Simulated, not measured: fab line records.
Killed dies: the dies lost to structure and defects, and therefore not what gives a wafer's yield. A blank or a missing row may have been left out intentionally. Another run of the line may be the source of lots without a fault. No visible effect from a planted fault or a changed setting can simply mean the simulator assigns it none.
Matching of chambers / flow nand harc / NHARC_A_SLIT_DEP_25 on pecvd-01: 3 sister chambers
The step deposits SiO2, target thk 200 nm. 3 wafers are shown with their chamber, then 11 later ones without.

WAFERS, EACH WITH ITS CHAMBER
wafer=L090.3; chamber=0; throttle valve pct (%)=16.8
wafer=L090.4; chamber=1; throttle valve pct (%)=15.7
wafer=L092.1; chamber=2; throttle valve pct (%)=16.2

WAFERS WITH NO CHAMBER GIVEN
wafer=L092.2; throttle valve pct (%)=15.8
wafer=L092.5; throttle valve pct (%)=15.9
wafer=L094.1; throttle valve pct (%)=16.0
wafer=L094.3; throttle valve pct (%)=15.9
wafer=L094.5; throttle valve pct (%)=16.7
wafer=L095.2; throttle valve pct (%)=16.2
wafer=L095.4; throttle valve pct (%)=15.6
wafer=L095.6; throttle valve pct (%)=16.3
wafer=L093.2; throttle valve pct (%)=15.9
wafer=L093.4; throttle valve pct (%)=16.0
wafer=L093.5; throttle valve pct (%)=16.9

CHAMBER TAKEN BY EACH
wafer=L092.2; from the rows above=can't be placed: 1 or 2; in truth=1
wafer=L092.5; from the rows above=can't be placed: 1 or 2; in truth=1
wafer=L094.1; from the rows above=can't be placed: 2 or 1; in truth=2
wafer=L094.3; from the rows above=can't be placed: 1 or 2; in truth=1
wafer=L094.5; from the rows above=0; in truth=0
wafer=L095.2; from the rows above=2; in truth=2
wafer=L095.4; from the rows above=1; in truth=1
wafer=L095.6; from the rows above=2; in truth=2
wafer=L093.2; from the rows above=can't be placed: 1 or 2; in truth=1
wafer=L093.4; from the rows above=can't be placed: 2 or 1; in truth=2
wafer=L093.5; from the rows above=0; in truth=0
Correct placement for 5 of the 11. From these rows, 6 cannot be placed; in 6 the true chamber is one of the candidates. Number placed wrongly: 0.
How it was worked out, from the rows above alone: a wafer's distance from a chamber is the root of the sum, over the readings, of the square of ((its reading less the chamber's mean) divided by the reading's scatter). If the next closest chamber is less than 2 further off than the closest, the wafer can't be placed; otherwise it belongs to the closest. Each chamber's mean is taken over the wafers shown for it. The scatter: with one shown wafer a chamber, the root of the mean of the squares of how far each hidden wafer lies from its nearest shown one.
